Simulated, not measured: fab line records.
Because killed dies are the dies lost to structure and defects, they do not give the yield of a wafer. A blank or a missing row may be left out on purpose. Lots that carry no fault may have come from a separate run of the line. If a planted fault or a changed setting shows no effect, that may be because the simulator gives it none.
Chamber matching || flow n5Finfet || N5_BEOL_M3_STRIP_36 on rieDiel-01 has 4 sister chambers
The step strips in N2/H2. 22 wafers are shown with their chamber, then 11 later ones without.

== WAFERS PAIRED WITH THEIR CHAMBERS ==
{"wafer": "L075.1", "chamber": 0, "drypumpMotorCurrentA (A)": 6.08, "throttleValvePct (%)": 24.0, "showerheadPlenumPTorr (Torr)": 2.61}
{"wafer": "L075.2", "chamber": 2, "drypumpMotorCurrentA (A)": 5.29, "throttleValvePct (%)": 23.5, "showerheadPlenumPTorr (Torr)": 2.51}
{"wafer": "L075.3", "chamber": 3, "drypumpMotorCurrentA (A)": 5.73, "throttleValvePct (%)": 23.4, "showerheadPlenumPTorr (Torr)": 2.63}
{"wafer": "L075.4", "chamber": 1, "drypumpMotorCurrentA (A)": 5.95, "throttleValvePct (%)": 24.3, "showerheadPlenumPTorr (Torr)": 2.63}
{"wafer": "L075.5", "chamber": 2, "drypumpMotorCurrentA (A)": 5.27, "throttleValvePct (%)": 23.5, "showerheadPlenumPTorr (Torr)": 2.51}
{"wafer": "L075.6", "chamber": 3, "drypumpMotorCurrentA (A)": 5.76, "throttleValvePct (%)": 23.4, "showerheadPlenumPTorr (Torr)": 2.63}
{"wafer": "L077.2", "chamber": 2, "drypumpMotorCurrentA (A)": 5.27, "throttleValvePct (%)": 23.5, "showerheadPlenumPTorr (Torr)": 2.51}
{"wafer": "L077.4", "chamber": 1, "drypumpMotorCurrentA (A)": 5.98, "throttleValvePct (%)": 24.3, "showerheadPlenumPTorr (Torr)": 2.63}
{"wafer": "L077.5", "chamber": 0, "drypumpMotorCurrentA (A)": 6.09, "throttleValvePct (%)": 24.0, "showerheadPlenumPTorr (Torr)": 2.61}
{"wafer": "L078.2", "chamber": 3, "drypumpMotorCurrentA (A)": 5.75, "throttleValvePct (%)": 23.4, "showerheadPlenumPTorr (Torr)": 2.63}
{"wafer": "L078.5", "chamber": 0, "drypumpMotorCurrentA (A)": 6.09, "throttleValvePct (%)": 24.0, "showerheadPlenumPTorr (Torr)": 2.61}
{"wafer": "L078.6", "chamber": 3, "drypumpMotorCurrentA (A)": 5.73, "throttleValvePct (%)": 23.4, "showerheadPlenumPTorr (Torr)": 2.63}
{"wafer": "L079.2", "chamber": 1, "drypumpMotorCurrentA (A)": 5.99, "throttleValvePct (%)": 24.3, "showerheadPlenumPTorr (Torr)": 2.62}
{"wafer": "L079.4", "chamber": 2, "drypumpMotorCurrentA (A)": 5.29, "throttleValvePct (%)": 23.5, "showerheadPlenumPTorr (Torr)": 2.51}
{"wafer": "L079.6", "chamber": 2, "drypumpMotorCurrentA (A)": 5.29, "throttleValvePct (%)": 23.5, "showerheadPlenumPTorr (Torr)": 2.51}
{"wafer": "L086.1", "chamber": 2, "drypumpMotorCurrentA (A)": 5.26, "throttleValvePct (%)": 23.6, "showerheadPlenumPTorr (Torr)": 2.50}
{"wafer": "L086.2", "chamber": 3, "drypumpMotorCurrentA (A)": 5.78, "throttleValvePct (%)": 23.4, "showerheadPlenumPTorr (Torr)": 2.62}
{"wafer": "L086.4", "chamber": 1, "drypumpMotorCurrentA (A)": 6.00, "throttleValvePct (%)": 24.3, "showerheadPlenumPTorr (Torr)": 2.62}
{"wafer": "L084.3", "chamber": 1, "drypumpMotorCurrentA (A)": 5.93, "throttleValvePct (%)": 24.4, "showerheadPlenumPTorr (Torr)": 2.62}
{"wafer": "L084.4", "chamber": 3, "drypumpMotorCurrentA (A)": 5.77, "throttleValvePct (%)": 23.4, "showerheadPlenumPTorr (Torr)": 2.62}
{"wafer": "L084.6", "chamber": 3, "drypumpMotorCurrentA (A)": 5.76, "throttleValvePct (%)": 23.4, "showerheadPlenumPTorr (Torr)": 2.62}
{"wafer": "L087.1", "chamber": 2, "drypumpMotorCurrentA (A)": 5.28, "throttleValvePct (%)": 23.6, "showerheadPlenumPTorr (Torr)": 2.50}

SIGNATURES, as means of the wafers listed above
{"reading": "drypumpMotorCurrentA", "chamber 0": 6.0867, "chamber 1": 5.9700, "chamber 2": 5.2786, "chamber 3": 5.7543, "scatter within a chamber": 0.019}
{"reading": "throttleValvePct", "chamber 0": 24.000, "chamber 1": 24.320, "chamber 2": 23.529, "chamber 3": 23.400, "scatter within a chamber": 0.0352}
{"reading": "showerheadPlenumPTorr", "chamber 0": 2.6100, "chamber 1": 2.6240, "chamber 2": 2.5071, "chamber 3": 2.6257, "scatter within a chamber": 0.00491}
Rule: for each reading, subtract the chamber's mean from the wafer's reading, divide by that reading's scatter and square the result; add these up over the readings and take the root, which gives the wafer's distance from the chamber. The wafer belongs to the nearest chamber; if the next one is less than 2 further off, it can't be placed. The scatter is the square root of a quotient: the sum, over the shown wafers, of each reading's squared deviation from its chamber's mean, divided by wafers minus chambers.

== WAFERS MISSING THEIR CHAMBER ==
{"wafer": "L087.3", "drypumpMotorCurrentA (A)": 6.12, "throttleValvePct (%)": 24.0, "showerheadPlenumPTorr (Torr)": 2.60}
{"wafer": "L087.6", "drypumpMotorCurrentA (A)": 6.13, "throttleValvePct (%)": 24.0, "showerheadPlenumPTorr (Torr)": 2.60}
{"wafer": "L090.1", "drypumpMotorCurrentA (A)": 5.27, "throttleValvePct (%)": 23.6, "showerheadPlenumPTorr (Torr)": 2.50}
{"wafer": "L090.2", "drypumpMotorCurrentA (A)": 6.12, "throttleValvePct (%)": 24.0, "showerheadPlenumPTorr (Torr)": 2.60}
{"wafer": "L090.3", "drypumpMotorCurrentA (A)": 5.75, "throttleValvePct (%)": 23.4, "showerheadPlenumPTorr (Torr)": 2.62}
{"wafer": "L092.4", "drypumpMotorCurrentA (A)": 6.10, "throttleValvePct (%)": 24.0, "showerheadPlenumPTorr (Torr)": 2.60}
{"wafer": "L092.5", "drypumpMotorCurrentA (A)": 5.74, "throttleValvePct (%)": 23.4, "showerheadPlenumPTorr (Torr)": 2.61}
{"wafer": "L092.6", "drypumpMotorCurrentA (A)": 5.27, "throttleValvePct (%)": 23.6, "showerheadPlenumPTorr (Torr)": 2.50}
{"wafer": "L093.1", "drypumpMotorCurrentA (A)": 5.72, "throttleValvePct (%)": 23.4, "showerheadPlenumPTorr (Torr)": 2.61}
{"wafer": "L093.5", "drypumpMotorCurrentA (A)": 5.98, "throttleValvePct (%)": 24.0, "showerheadPlenumPTorr (Torr)": 2.61}
{"wafer": "L093.6", "drypumpMotorCurrentA (A)": 5.72, "throttleValvePct (%)": 23.4, "showerheadPlenumPTorr (Torr)": 2.61}

== WHICH CHAMBER EACH WENT THROUGH ==
{"wafer": "L087.3", "from the rows above": 0, "in truth": 0}
{"wafer": "L087.6", "from the rows above": 0, "in truth": 0}
{"wafer": "L090.1", "from the rows above": 2, "in truth": 2}
{"wafer": "L090.2", "from the rows above": 0, "in truth": 0}
{"wafer": "L090.3", "from the rows above": 3, "in truth": 3}
{"wafer": "L092.4", "from the rows above": 0, "in truth": 0}
{"wafer": "L092.5", "from the rows above": 3, "in truth": 3}
{"wafer": "L092.6", "from the rows above": 2, "in truth": 2}
{"wafer": "L093.1", "from the rows above": 3, "in truth": 3}
{"wafer": "L093.5", "from the rows above": 0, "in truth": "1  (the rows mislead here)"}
{"wafer": "L093.6", "from the rows above": 3, "in truth": 3}
Placed correctly: 10 of 11. Number that these rows cannot place: 0. Wrongly placed: 1.
